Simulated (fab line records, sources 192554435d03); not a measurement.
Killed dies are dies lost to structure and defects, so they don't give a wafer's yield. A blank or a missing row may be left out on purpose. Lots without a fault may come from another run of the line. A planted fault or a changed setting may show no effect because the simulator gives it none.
Split-lot experiment | flow n5_finfet | 7 lots, 21 wafers read, on a route of 1938 steps

THE SPLIT
At N5_BEOL_M0_CUTY_EXPOSE_54 (exposes mask M0 ABLK), the setting dose_mj was moved away from the recipe's 36 on 9 of the 21 wafers read, by -4.4% to +6.8%. The other wafers ran this setting at the recipe's value.

FROM THE SPLIT TO THE READING: what the file shows between them, 2 steps
- N5_BEOL_M0_CUTY_PEB_55: peb time 60 s
- N5_BEOL_M0_CUTY_DEVELOP_56: develop time 30 s

THE READING
cd_nm, in nm, at N5_BEOL_M0_CUTY_CD_MEAS_57 (target cd 200 nm). Fault-free wafers of this fab line usually give 199.9 nm, standard deviation 0.85 nm.

wafer  | tool, chamber at the split | dose_mj as run | against the recipe | cd_nm, nm | against lot-mates on the recipe
L083.3 | arfi_scanner-02, 0         | 36             | recipe             | 199.0     | -
L083.4 | arfi_scanner-02, 0         | 36             | recipe             | 201.0     | -
L083.5 | arfi_scanner-02, 0         | 36             | recipe             | 199.6     | -
L086.1 | arfi_scanner-02, 0         | 34.43          | -4.4%              | 202.1     | +0.5
L086.2 | arfi_scanner-02, 0         | 34.43          | -4.4%              | 202.9     | +1.3
L086.5 | arfi_scanner-02, 0         | 36             | recipe             | 201.6     | -
L087.1 | arfi_scanner-02, 0         | 36             | recipe             | 199.2     | -
L087.2 | arfi_scanner-02, 0         | 36             | recipe             | 199.2     | -
L087.6 | arfi_scanner-02, 0         | 38.31          | +6.4%              | 194.6     | -4.6
L089.3 | arfi_scanner-02, 0         | 36             | recipe             | 199.9     | -
L089.5 | arfi_scanner-02, 0         | 36             | recipe             | 199.5     | -
L089.6 | arfi_scanner-02, 0         | 37.82          | +5.1%              | 196.4     | -3.3
L090.2 | arfi_scanner-03, 0         | 36             | recipe             | 200.1     | -
L090.3 | arfi_scanner-03, 0         | 37.84          | +5.1%              | 197.4     | -3.2
L090.6 | arfi_scanner-03, 0         | 36             | recipe             | 201.2     | -
L092.1 | arfi_scanner-02, 0         | 34.79          | -3.4%              | 202.6     | +2.6
L092.2 | arfi_scanner-02, 0         | 36             | recipe             | 200.0     | -
L092.5 | arfi_scanner-02, 0         | 34.79          | -3.4%              | 201.9     | +1.9
L096.1 | arfi_scanner-02, 0         | 36             | recipe             | 199.9     | -
L096.3 | arfi_scanner-02, 0         | 38.45          | +6.8%              | 194.6     | -5.3
L096.5 | arfi_scanner-02, 0         | 38.45          | +6.8%              | 194.4     | -5.5

THE FIT
A straight line over all 21 wafers: cd_nm changes by -0.716 nm for each +1% of dose_mj; r = -0.96; the points scatter about the line by 0.78 nm.
The same after taking each lot's own level away (the mean of its wafers on the recipe; 21 wafers): -0.629 nm for each +1%; r = -0.95; scatter 0.76 nm.
On that fit, the largest move of dose_mj shifts the reading by 4.3 nm.
The lots' own levels span 199.20 to 201.60 nm, that is 2.8 times the standard deviation above.
So the lot-to-lot level changes the slope: the two fits differ.
Check: with one of the wafers moved furthest among these (+6.8%) left out of the fit, the line predicts -4.4 nm for it against its lot-mates. It came out at -5.3 nm against them.

OTHER SPLITS ON THESE WAFERS
These wafers also went through other splits before the reading. Each is held against what the fit with the lots' levels taken away leaves over:
other split on the same wafers                  | wafers away from the commonest value | r with cd_nm (lot level and that fit taken away)
N5_MOL_CONTACT_COAG_EXPOSE_05 dose_mj           | 9                                    | +0.07
N5_MOL_CONTACT_COAG_ALD_131 ald_cycles          | 4                                    | +0.11
N5_MOL_CONTACT_COAG_ETCHBACK_136 target_depth_a | 4                                    | -0.19

THE WHOLE CHAIN: every reading that the file lists as answering this split, in the file's order
step                       | what it does                                                            | reading                                                                    | change (the file's fit)               | r (the file's)
N5_BEOL_M0_CUTY_CD_MEAS_57 | target cd 200 nm                                                        | cd_nm                                                                      | -0.655 nm for each +1% of the setting | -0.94
N5_BEOL_M0_CUTY_ETCH_63    | etches SOC in N2/H2, target depth 82.7 nm, overetch 16.5 nm, time 124 s | BEOL_M0_CUTY.cd_offset_nm (the simulator's own value, which no gauge read) | -0.647 nm for each +1% of the setting | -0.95

THE FILE'S OWN FIT
cd_nm changes by -0.655 nm for each +1% of dose_mj, r = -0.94.
